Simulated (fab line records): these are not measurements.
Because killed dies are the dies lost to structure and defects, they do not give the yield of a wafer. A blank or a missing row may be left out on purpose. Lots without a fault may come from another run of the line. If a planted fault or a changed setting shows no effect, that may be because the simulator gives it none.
Code-filled problem report in 8D (eight disciplines) form	flow n5 finfet	the parts of the form that need people (team, actions taken, sign-off) are left out

## 1. PROBLEM STATEMENT
chamber pressure pa at N5_BEOL_M5_SPUTTER_81 reads a mean of 0.07 Pa on 2 wafers of 2 lots; wafers without a fault read 0.07 Pa with a standard deviation of 0.00014. Relative to the usual mean, that is a shift of +36 standard deviations.
The step: material Cu, target thk 15 nm, time 27.62 s.
The first sign was on wafer L250.3 at day 12 01:48, on pvd sputter-01. Wafers with a number at this step in the record: 18, from 6 lots. Rule for "out", or "out of limits": more than 4 standard deviations from the usual mean. The other wafers with a number count as sound.

## 2. WHAT IT IS AND WHAT IT IS NOT
question	is	is not
which readings at this step	chamber pressure pa	chuck gas flow sccm, throttle valve pct
which lots	L250, L252	L238, L244, L251, L256
which wafers of those lots	L250.3, L252.2	L250.2, L250.6, L252.4, L252.5
read on which tools	pvd sputter-01	pvd sputter-02, pvd sputter-03
when	from day 12 01:48	up to then (8 sound wafers); but 8 sound wafers of L251, L252, L256 came after

## 3. THE SUSPECTS, EACH WITH WHAT RULES IT OUT
Counting: if a tool at a process step up to the reading ran every lot that is out, it stays a suspect. Sound lots after the first of them don't rule it out here, since some wafers of a struck lot are sound.
- pvd sputter-01 at N5_BEOL_M5_SPUTTER_48 (material Cu, target thk 15 nm, time 27.62 s): kept. Ran every lot that is out, first one L250 (day 12 00:43); last sound lot up to then L244 (day 10 05:04).
- pvd sputter-01 at N5_BEOL_M5_SPUTTER_81 (material Cu, target thk 15 nm, time 27.62 s): kept. Ran every lot that is out, first one L250 (day 12 01:48); last sound lot up to then L244 (day 10 06:17). Its own chamber pressure pa readings are out on those wafers.
Left after counting: pvd sputter-01 at N5_BEOL_M5_SPUTTER_48, pvd sputter-01 at N5_BEOL_M5_SPUTTER_81.

## 4. THE CAUSE (what the simulator had put in)
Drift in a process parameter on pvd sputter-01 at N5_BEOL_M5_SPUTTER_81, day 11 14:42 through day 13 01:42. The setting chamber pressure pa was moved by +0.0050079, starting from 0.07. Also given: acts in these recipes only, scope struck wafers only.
After counting, 2 suspects remain, this tool included.

## 5. THE CHAIN OF EFFECTS, in route order
Rows list readings where the struck wafers' mean (over those with a number) sits beyond 3 standard deviations from the usual. Scope: only readings with a usual standard deviation given in the record; hours: median across lots of the time from each lot's start at the first step in this table that gives one to its start at this step; sigmas: change in usual standard deviations.
hours	step	reading	usual	on struck wafers	change	sigmas
0	N5_BEOL_M5_SPUTTER_81	chamber pressure pa	0.07 Pa	0.07	+0.00	+36
It contains these process steps:
- N5_BEOL_M5_SPUTTER_81: material Cu, target thk 15 nm, time 27.62 s.

## 6. HOW IT WOULD HAVE BEEN CAUGHT EARLIER
The fault began at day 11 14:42; the first out-of-limits reading in this record came at day 12 01:48, 11 hours later.
